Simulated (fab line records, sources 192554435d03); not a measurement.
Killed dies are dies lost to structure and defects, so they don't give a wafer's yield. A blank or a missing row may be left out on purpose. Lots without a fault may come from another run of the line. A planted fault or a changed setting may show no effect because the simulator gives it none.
Chamber matching | flow n5_finfet | N5_DUMMY_GATE_STRIP_41 on rie_diel-05: 4 sister chambers
The step strips in O2. 18 wafers are shown with their chamber, then 9 later ones without.

WAFERS WITH THEIR CHAMBER
wafer  | chamber | showerhead_plenum_p_Torr (Torr) | drypump_motor_current_A (A) | oes_product_au (a.u.)
L075.1 | 1       | 2.09                            | 5.67                        | 0.71
L075.2 | 0       | 2.08                            | 5.82                        | 0.71
L075.4 | 3       | 2.02                            | 6.00                        | 0.78
L077.2 | 0       | 2.08                            | 5.83                        | 0.70
L077.3 | 1       | 2.09                            | 5.68                        | 0.71
L077.4 | 3       | 2.02                            | 6.00                        | 0.77
L079.1 | 1       | 2.09                            | 5.68                        | 0.70
L079.2 | 3       | 2.02                            | 6.00                        | 0.77
L079.4 | 2       | 2.24                            | 5.81                        | 0.91
L085.2 | 0       | 2.08                            | 5.81                        | 0.71
L085.3 | 3       | 2.02                            | 5.99                        | 0.77
L085.6 | 1       | 2.08                            | 5.67                        | 0.71
L086.3 | 3       | 2.02                            | 6.00                        | 0.77
L086.4 | 2       | 2.24                            | 5.81                        | 0.89
L086.6 | 1       | 2.08                            | 5.66                        | 0.70
L089.1 | 2       | 2.24                            | 5.82                        | 0.89
L089.3 | 1       | 2.08                            | 5.68                        | 0.70
L089.4 | 3       | 2.01                            | 6.00                        | 0.76

SIGNATURES (means of the wafers above)
reading                  | chamber 0 | chamber 1 | chamber 2 | chamber 3 | scatter within a chamber
showerhead_plenum_p_Torr | 2.0800    | 2.0850    | 2.2400    | 2.0183    | 0.00408
drypump_motor_current_A  | 5.8200    | 5.6733    | 5.8133    | 5.9983    | 0.00699
oes_product_au           | 0.7067    | 0.7050    | 0.8967    | 0.7700    | 0.00699
Rule: a wafer's distance from a chamber is the root of the sum, over the readings, of the square of ((its reading less the chamber's mean) divided by the reading's scatter). The wafer belongs to the nearest chamber; if the next one is less than 2 further off, it can't be placed. The scatter: the root of (the sum of the squares of (reading less its chamber's mean) over the shown wafers, divided by (wafers less chambers)).

WAFERS WITHOUT THEIR CHAMBER
wafer  | showerhead_plenum_p_Torr (Torr) | drypump_motor_current_A (A) | oes_product_au (a.u.)
L091.1 | 2.07                            | 5.82                        | 0.69
L091.4 | 2.08                            | 5.67                        | 0.70
L091.5 | 2.01                            | 5.99                        | 0.76
L094.2 | 2.07                            | 5.81                        | 0.69
L094.3 | 2.01                            | 6.00                        | 0.75
L094.6 | 2.01                            | 6.01                        | 0.74
L097.2 | 2.07                            | 5.81                        | 0.68
L097.4 | 2.08                            | 5.67                        | 0.68
L097.5 | 2.01                            | 5.99                        | 0.74

WHICH CHAMBER EACH WENT THROUGH
wafer  | from the rows above | in truth
L091.1 | 0                   | 0
L091.4 | 1                   | 1
L091.5 | 3                   | 3
L094.2 | 0                   | 0
L094.3 | 3                   | 3
L094.6 | 3                   | 3
L097.2 | 0                   | 0
L097.4 | 1                   | 1
L097.5 | 3                   | 3
Placed correctly: 9 of 9. Can't be placed from these rows: 0. Placed wrongly: 0.
